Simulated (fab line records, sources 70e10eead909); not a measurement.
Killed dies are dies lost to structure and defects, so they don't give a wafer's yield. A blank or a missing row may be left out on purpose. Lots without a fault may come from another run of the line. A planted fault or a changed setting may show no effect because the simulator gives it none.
Which tool did it? | flow nand_harc | 13 lots, 39 wafers sampled, at 5 steps of a route of 1302

WHAT THE GAUGES READ, wafer by wafer
NHARC_END_SORT_01.
lot  | measured     | on        | killed_at_array | killed_at_other | killed_at_periphery | killed_dies | killed_open | killed_short
L679 | day 24 09:07 | prober-01 | 41 40 40        | 0 0 0           | 8 3 6               | 49 43 46    | 3 3 5       | 2 0 5
L680 | day 24 19:37 | prober-01 | 49 34 44        | 0 1 1           | 3 0 2               | 52 35 47    | 7 2 4       | 4 4 2
L682 | day 25 17:55 | prober-02 | 58 45 40        | 2 2 4           | 3 4 4               | 63 51 48    | 2 2 4       | 5 2 3
L685 | day 26 04:04 | prober-01 | 71 71 57        | 2 0 2           | 6 3 3               | 79 74 62    | 2 1 2       | 5 2 3
L683 | day 26 11:51 | prober-01 | 60 71 74        | 0 0 0           | 4 3 2               | 64 74 76    | 3 6 4       | 2 1 5
L690 | day 29 12:08 | prober-01 | 151 129 136     | 0 2 0           | 4 3 2               | 155 134 138 | 5 1 4       | 2 3 2
L691 | day 30 10:35 | prober-02 | 154 107 156     | 0 1 0           | 5 3 2               | 159 111 158 | 2 3 5       | 6 1 2
L695 | day 31 02:25 | prober-02 | 69 66 81        | 5 3 1           | 1 4 2               | 75 73 84    | 0 2 4       | 0 2 2
L697 | day 31 19:13 | prober-01 | 74 87 74        | 0 0 0           | 8 3 14              | 82 90 88    | 3 2 0       | 4 1 4
L696 | day 31 17:58 | prober-02 | 51 43 67        | 0 0 0           | 2 2 4               | 53 45 71    | 3 1 4       | 6 2 6
L699 | day 32 20:02 | prober-01 | 87 82 85        | 2 3 0           | 1 1 3               | 90 86 88    | 2 2 3       | 1 2 2
L700 | day 33 06:17 | prober-02 | 56 36 45        | 3 2 6           | 9 4 6               | 68 42 57    | 7 3 4       | 3 2 4
L702 | day 35 05:52 | prober-02 | 46 40 60        | 6 1 2           | 16 9 10             | 68 50 72    | 3 3 4       | 2 2 3

WHICH TOOL RAN EACH LOT (tool, then ch and the chambers of the sampled wafers, then the start)
lot  | NHARC_A_CONTACT_ETCH_31            | NHARC_THIN_TSV_PRE_CLEAN_50             | NHARC_THIN_TSV_PVD_51                   | NHARC_THIN_TSV_ETCH_36
L679 | rie_diel-03 ch 0,1, day 22 04:21   | pvd_sputter-01, day 23 23:05 or earlier | pvd_sputter-01, day 23 23:05 or earlier | rie_metal-01 ch 0,1, day 23 23:05
L680 | rie_diel-03 ch 1,2,3, day 22 20:05 | pvd_sputter-01, day 24 11:30 or earlier | pvd_sputter-01, day 24 11:30 or earlier | rie_metal-03 ch 0,1, day 24 11:30
L682 | rie_diel-03 ch 1,3, day 23 14:13   | pvd_sputter-01, day 25 09:20 or earlier | pvd_sputter-01, day 25 09:20 or earlier | rie_metal-01 ch 0, day 25 09:20
L685 | rie_diel-03 ch 0,1,3, day 24 03:22 | pvd_sputter-02, day 25 18:47 or earlier | pvd_sputter-02, day 25 18:47 or earlier | rie_metal-01 ch 0,1, day 25 18:47
L683 | rie_diel-08 ch 1,2,3, day 24 06:41 | pvd_sputter-02, day 26 00:11 or earlier | pvd_sputter-02, day 26 00:11 or earlier | rie_metal-02 ch 0,1, day 26 00:11
L690 | rie_diel-03 ch 0,1,2, day 27 11:11 | pvd_sputter-01, day 29 03:40 or earlier | pvd_sputter-01, day 29 03:40 or earlier | rie_metal-03 ch 0,1, day 29 03:40
L691 | rie_diel-03 ch 1,2,3, day 27 22:17 | pvd_sputter-02, day 30 01:54 or earlier | pvd_sputter-02, day 30 01:54 or earlier | rie_metal-01 ch 0,1, day 30 01:54
L695 | rie_diel-12 ch 0,1,3, day 29 00:25 | pvd_sputter-02, day 30 13:14            | pvd_sputter-02, day 30 16:59 or earlier | rie_metal-03 ch 0,1, day 30 16:59
L697 | rie_diel-12 ch 0,2, day 29 16:10   | pvd_sputter-03, day 31 08:11 or earlier | pvd_sputter-03, day 31 08:11 or earlier | rie_metal-02 ch 0,1, day 31 08:11
L696 | rie_diel-12 ch 0,1,2, day 29 17:40 | pvd_sputter-01, day 31 09:26 or earlier | pvd_sputter-01, day 31 09:26 or earlier | rie_metal-02 ch 0, day 31 09:26
L699 | rie_diel-08 ch 1,3, day 30 12:54   | pvd_sputter-01, day 32 09:16 or earlier | pvd_sputter-01, day 32 09:16 or earlier | rie_metal-03 ch 1, day 32 09:16
L700 | rie_diel-12 ch 0,3, day 31 00:52   | pvd_sputter-01, day 32 19:36 or earlier | pvd_sputter-01, day 32 19:36 or earlier | rie_metal-03 ch 0, day 32 19:36
L702 | rie_diel-03 ch 2,3, day 33 02:35   | pvd_sputter-01, day 34 20:32 or earlier | pvd_sputter-01, day 34 20:32 or earlier | rie_metal-03 ch 0,1, day 34 20:32
- NHARC_A_CONTACT_ETCH_31: etches the open film in O2/COS, target depth 2800 nm, time 728 s.
- NHARC_THIN_TSV_PRE_CLEAN_50: time 30 s.
- NHARC_THIN_TSV_PVD_51: deposits Cu, target thk 100 nm.
- NHARC_THIN_TSV_ETCH_36: etches the open film in Cl2/BCl3, target depth 65 nm, time 18.571 s.

WHAT THE TOOLS THEMSELVES READ (means of the sampled wafers that have a number; where no wafer has one, the mark that the record gives instead)
NHARC_A_CONTACT_ETCH_31.
lot  | tool        | cos_flow_sccm (sccm) | drypump_motor_current_A (A) | oes_product_au (a.u.) | rf_vpp_V (V) | showerhead_plenum_p_Torr (Torr) | throttle_valve_pct (%)
L679 | rie_diel-03 | 19.96                | 5.3                         | 1.015                 | 312.4        | 2.99                            | 28.332
L680 | rie_diel-03 | 20.00                | 5.4                         | 0.998                 | 313.2        | 3.10                            | 28.328
L682 | rie_diel-03 | 20.09                | 5.2                         | 0.998                 | 315.7        | 3.21                            | 28.330
L685 | rie_diel-03 | 20.03                | 5.4                         | 1.008                 | 313.7        | 3.08                            | 28.336
L683 | rie_diel-08 | 20.00                | 5.9                         | 0.991                 | 314.8        | 3.13                            | 28.330
L690 | rie_diel-03 | 20.02                | 5.6                         | 1.002                 | 311.8        | 2.97                            | 28.322
L691 | rie_diel-03 | 19.93                | 5.4                         | 0.999                 | 314.3        | 3.09                            | 28.327
L695 | rie_diel-12 | 20.01                | 5.8                         | 1.007                 | 312.9        | 3.05                            | 28.331
L697 | rie_diel-12 | 19.98                | 5.8                         | 1.009                 | 312.7        | 3.05                            | 28.325
L696 | rie_diel-12 | 20.05                | 5.7                         | 1.000                 | 312.9        | 3.04                            | 28.328
L699 | rie_diel-08 | 20.06                | 6.0                         | 0.993                 | 314.0        | 3.12                            | 28.330
L700 | rie_diel-12 | 19.99                | 6.0                         | 1.002                 | 314.5        | 3.10                            | 28.333
L702 | rie_diel-03 | 19.98                | 5.4                         | 0.987                 | 315.3        | 3.18                            | 28.333

NHARC_THIN_TSV_PRE_CLEAN_50.
lot  | tool           | heater_power_w (W) | susceptor_temp_C (C)
L679 | pvd_sputter-01 | 368                | 279.96
L680 | pvd_sputter-01 | 388                | -
L682 | pvd_sputter-01 | 365                | 280.02
L685 | pvd_sputter-02 | 440                | 279.97
L683 | pvd_sputter-02 | 435                | 280.18
L690 | pvd_sputter-01 | 366                | 280.11
L691 | pvd_sputter-02 | 447                | 279.95
L695 | pvd_sputter-02 | 447                | 280.14
L697 | pvd_sputter-03 | 389                | 279.79
L696 | pvd_sputter-01 | 405                | 279.98
L699 | pvd_sputter-01 | 387                | 280.04
L700 | pvd_sputter-01 | 374                | 280.01
L702 | pvd_sputter-01 | 409                | 280.19

NHARC_THIN_TSV_PVD_51.
lot  | tool           | throttle_valve_pct (%)
L679 | pvd_sputter-01 | 30.2
L680 | pvd_sputter-01 | 30.2
L682 | pvd_sputter-01 | 29.9
L685 | pvd_sputter-02 | 30.2
L683 | pvd_sputter-02 | 29.6
L690 | pvd_sputter-01 | 29.4
L691 | pvd_sputter-02 | 29.7
L695 | pvd_sputter-02 | 29.5
L697 | pvd_sputter-03 | 30.3
L696 | pvd_sputter-01 | 29.0
L699 | pvd_sputter-01 | 29.8
L700 | pvd_sputter-01 | 29.5
L702 | pvd_sputter-01 | 30.1

NHARC_THIN_TSV_ETCH_36.
lot  | tool         | drypump_motor_current_A (A) | oes_product_au (a.u.)
L679 | rie_metal-01 | 5.7                         | 0.990
L680 | rie_metal-03 | 6.4                         | 1.002
L682 | rie_metal-01 | 6.2                         | 0.996
L685 | rie_metal-01 | 5.3                         | 1.006
L683 | rie_metal-02 | 5.6                         | 1.006
L690 | rie_metal-03 | 6.4                         | 0.998
L691 | rie_metal-01 | 5.3                         | 0.996
L695 | rie_metal-03 | 6.4                         | 1.001
L697 | rie_metal-02 | 5.6                         | 0.998
L696 | rie_metal-02 | 5.7                         | 1.001
L699 | rie_metal-03 | 6.3                         | 0.991
L700 | rie_metal-03 | 6.4                         | 1.001
L702 | rie_metal-03 | 6.4                         | 1.003

THE ANSWER, worked out from the rows above alone
Rule: what is usual is taken from the lots themselves. Put in order of their means at a reading, lots are off if they are a third of the lots or fewer, leave a main group of 4 or more, and stand apart from it by a gap of 3 or more times the standard deviation of the main group's means; of several such gaps the widest counts. A main group whose means are all the same, to the digits that the tables above print for the reading, isn't used. A lot without any number at a reading at which 4 lots or more have one is off too. The other lots that the step has rows for count as sound. The gauges are gone through in route order, then the tools' own readings, and for those a lot's mean is taken as printed above. The first step at which some lot is off is used, and at that step the reading that is off furthest; a lot without a number counts as furthest.
Off: L690, L691, at NHARC_END_SORT_01 (killed_dies). The main group: mean 65, standard deviation 14.
A tool fits if, at a process step before that reading, it ran every lot that is off, and no sound lot after the first of them. The gauges at NHARC_END_SORT_01 are tried like those tools. NHARC_THIN_TSV_PRE_CLEAN_50 gives no start for some lots, so the hours and the order of its lots are those of NHARC_THIN_TSV_ETCH_36. NHARC_THIN_TSV_PVD_51 gives no start for some lots, so the hours and the order of its lots are those of NHARC_THIN_TSV_ETCH_36. None of those tried fits.

WHAT THE SIMULATOR HAD PUT IN
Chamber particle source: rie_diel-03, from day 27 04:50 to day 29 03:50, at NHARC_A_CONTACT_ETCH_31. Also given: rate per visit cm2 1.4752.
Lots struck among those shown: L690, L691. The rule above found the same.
